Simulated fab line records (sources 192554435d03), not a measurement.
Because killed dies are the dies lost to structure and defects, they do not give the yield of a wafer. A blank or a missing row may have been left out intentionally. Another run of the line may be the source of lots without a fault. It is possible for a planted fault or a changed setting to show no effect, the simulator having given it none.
Problem report in the 8D (eight disciplines) form, filled by code -- flow n5-finfet -- the parts of the form that need people (team, actions taken, sign-off) are left out

1. WHAT IS WRONG
killed-at-front-end at N5_PASSIVATION_PROBE_49 reads a mean of 1107 on 1 wafer of 1 lot; wafers without a fault read 37 with a standard deviation of 10. That is +99 or more standard deviations from the usual mean.
First seen on wafer L698.2, day 17 02:36, on prober-01. The record has a number at this step for 5 wafers belonging to 2 lots. Rule for "out", or "out of limits": more than 4 standard deviations from the usual mean. The rest of the wafers with a number are treated as sound.

2. WHAT IT IS, AND WHAT IT ISN'T
question,is,is not
which readings at this step,"killed-at-front-end, defect-limited-yield, killed-dies, killed-on-rim, sort_bin_5_function, sort-n-pass, sort-yield-pct","killed_at_M0_to_M3, killed_at_M4_up, killed-at-contacts, killed-at-other, killed-open, killed-short, sort_bin_6_memory"
which lots,L698,L691
which wafers of those lots,L698.2,L698.1
read on which tools,prober-01,-
when,from day 17 02:36,up to then (4 sound wafers)

3. WHAT RULES OUT EACH SUSPECT
Counting: any tool at a process step up to the reading remains a suspect provided it ran every lot that is out. Sound lots after the first of them don't rule it out here, since some wafers of a struck lot are sound.
- rie-diel-02 at N5_PMOS_HMC_CHANNEL_EPI_HM_OPEN_15 (chemistry CHF3/O2, target SiO2, target depth 40.6 nm, time 20.3 s): kept. The lot that is out, L698, ran on it at day 5 13:14; the last sound lot it ran before that was L691, at day 3 17:07.
- prober-01 at N5_PASSIVATION_PROBE_49: kept. The lot that is out, L698, ran on it at day 17 02:33; the last sound lot it ran before that was L691, at day 14 20:57. Its own defect-limited-yield, killed-at-front-end, killed-dies, killed-on-rim, sort_bin_5_function, sort-n-pass, sort-yield-pct readings are out on those wafers.
- The sound lot-mates ran in chamber 2 of rie-diel-02 at N5_PMOS_HMC_CHANNEL_EPI_HM_OPEN_15, but the wafers that are out ran in chamber 3.
What counting leaves: rie-diel-02 at N5_PMOS_HMC_CHANNEL_EPI_HM_OPEN_15 and prober-01 at N5_PASSIVATION_PROBE_49.

4. THE CAUSE (what the simulator had put in)
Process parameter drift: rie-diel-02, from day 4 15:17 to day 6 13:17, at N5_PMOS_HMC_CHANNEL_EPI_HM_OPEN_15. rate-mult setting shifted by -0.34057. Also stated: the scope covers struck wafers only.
After counting, 2 suspects remain, this tool included.

5. SEQUENCE OF EFFECTS, ordered by route
Rows list readings where the struck wafers' mean (over those with a number) sits beyond 3 standard deviations from the usual. Only readings whose record carries a usual standard deviation are examined. hours: median over the lots of the time between each lot's start at the first step of this table that gives one and its start at this step. sigmas: the change, counted in usual standard deviations.
hours,step,reading,usual,on struck wafers,change,sigmas
0,N5_PASSIVATION_PROBE_49,defect-limited-yield,91.7 %,0.0,-91.7,-61
0,N5_PASSIVATION_PROBE_49,killed-at-front-end,37,1107,+1070,+99 or more
0,N5_PASSIVATION_PROBE_49,killed-dies,98,1180,+1082,+60
0,N5_PASSIVATION_PROBE_49,killed-on-rim,13,152,+139,+39
0,N5_PASSIVATION_PROBE_49,sort_bin_5_function,4.9 %,95.4,+90.5,+99 or more
0,N5_PASSIVATION_PROBE_49,sort-n-pass,1082,0,-1082,-60
0,N5_PASSIVATION_PROBE_49,sort-yield-pct,91.7 %,0.0,-91.7,-61
Its process steps:
- N5_PASSIVATION_PROBE_49

6. HOW IT WOULD HAVE BEEN CAUGHT EARLIER
In this record no reading fell out of limits until day 17 02:36, 299 hours after the fault had begun at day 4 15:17.
No tool reading at N5_PMOS_HMC_CHANNEL_EPI_HM_OPEN_15 that has a usual standard deviation in the record was out on any struck wafer, so an alarm limit of 4 standard deviations on those readings would not have fired.
By day 17 02:36 the whole set of lots that are out, 1 in number, had already begun N5_PMOS_HMC_CHANNEL_EPI_HM_OPEN_15 on rie-diel-02. Holding the tool at that point would not have protected any of them.
